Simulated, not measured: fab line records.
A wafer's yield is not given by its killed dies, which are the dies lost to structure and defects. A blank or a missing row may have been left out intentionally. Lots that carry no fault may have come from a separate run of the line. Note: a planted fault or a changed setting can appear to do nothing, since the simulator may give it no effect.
Matching of chambers || flow n5Finfet || N5_BEOL_M1_VIA_ETCH_34 on rieDiel-04: 4 sister chambers
The step etches the open film in C4F6/O2, target depth 67.8 nm, time 64.4 s. 8 wafers are shown with their chamber, then 7 later ones without.

== WAFERS WITH THEIR CHAMBER ==
{"wafer": "L077.4", "chamber": 1, "rfVppV (V)": 666, "drypumpMotorCurrentA (A)": 5.5}
{"wafer": "L082.2", "chamber": 3, "rfVppV (V)": 655, "drypumpMotorCurrentA (A)": 4.9}
{"wafer": "L082.5", "chamber": 3, "rfVppV (V)": 655, "drypumpMotorCurrentA (A)": 4.9}
{"wafer": "L086.2", "chamber": 1, "rfVppV (V)": 667, "drypumpMotorCurrentA (A)": 5.5}
{"wafer": "L093.3", "chamber": 2, "rfVppV (V)": 648, "drypumpMotorCurrentA (A)": 4.8}
{"wafer": "L093.6", "chamber": 0, "rfVppV (V)": 684, "drypumpMotorCurrentA (A)": 6.0}
{"wafer": "L095.1", "chamber": 2, "rfVppV (V)": 650, "drypumpMotorCurrentA (A)": 4.9}
{"wafer": "L095.2", "chamber": 0, "rfVppV (V)": 686, "drypumpMotorCurrentA (A)": 6.1}

== WAFERS MISSING THEIR CHAMBER ==
{"wafer": "L095.5", "rfVppV (V)": 650, "drypumpMotorCurrentA (A)": 4.8}
{"wafer": "L096.1", "rfVppV (V)": 666, "drypumpMotorCurrentA (A)": 5.5}
{"wafer": "L096.3", "rfVppV (V)": 655, "drypumpMotorCurrentA (A)": 4.9}
{"wafer": "L096.4", "rfVppV (V)": 650, "drypumpMotorCurrentA (A)": 4.8}
{"wafer": "L097.1", "rfVppV (V)": 683, "drypumpMotorCurrentA (A)": 6.0}
{"wafer": "L097.2", "rfVppV (V)": 656, "drypumpMotorCurrentA (A)": 5.0}
{"wafer": "L097.5", "rfVppV (V)": 657, "drypumpMotorCurrentA (A)": 4.9}

== CHAMBER TAKEN BY EACH ==
{"wafer": "L095.5", "from the rows above": 2, "in truth": 2}
{"wafer": "L096.1", "from the rows above": 1, "in truth": 1}
{"wafer": "L096.3", "from the rows above": 3, "in truth": 3}
{"wafer": "L096.4", "from the rows above": 2, "in truth": 2}
{"wafer": "L097.1", "from the rows above": 0, "in truth": 0}
{"wafer": "L097.2", "from the rows above": 3, "in truth": 3}
{"wafer": "L097.5", "from the rows above": 3, "in truth": 3}
Placed correctly: 7 of 7. Not placeable from these rows: 0. Number placed wrongly: 0.
How it was worked out, from the rows above alone: a wafer's distance from a chamber is the root of the sum, over the readings, of the square of ((its reading less the chamber's mean) divided by the reading's scatter). The wafer belongs to the nearest chamber; if the next one is less than 2 further off, it can't be placed. Each chamber's mean is taken over the wafers shown for it. The scatter: take each reading less its chamber's mean, square it, sum over the shown wafers, divide by the number of wafers less the number of chambers, and take the root.
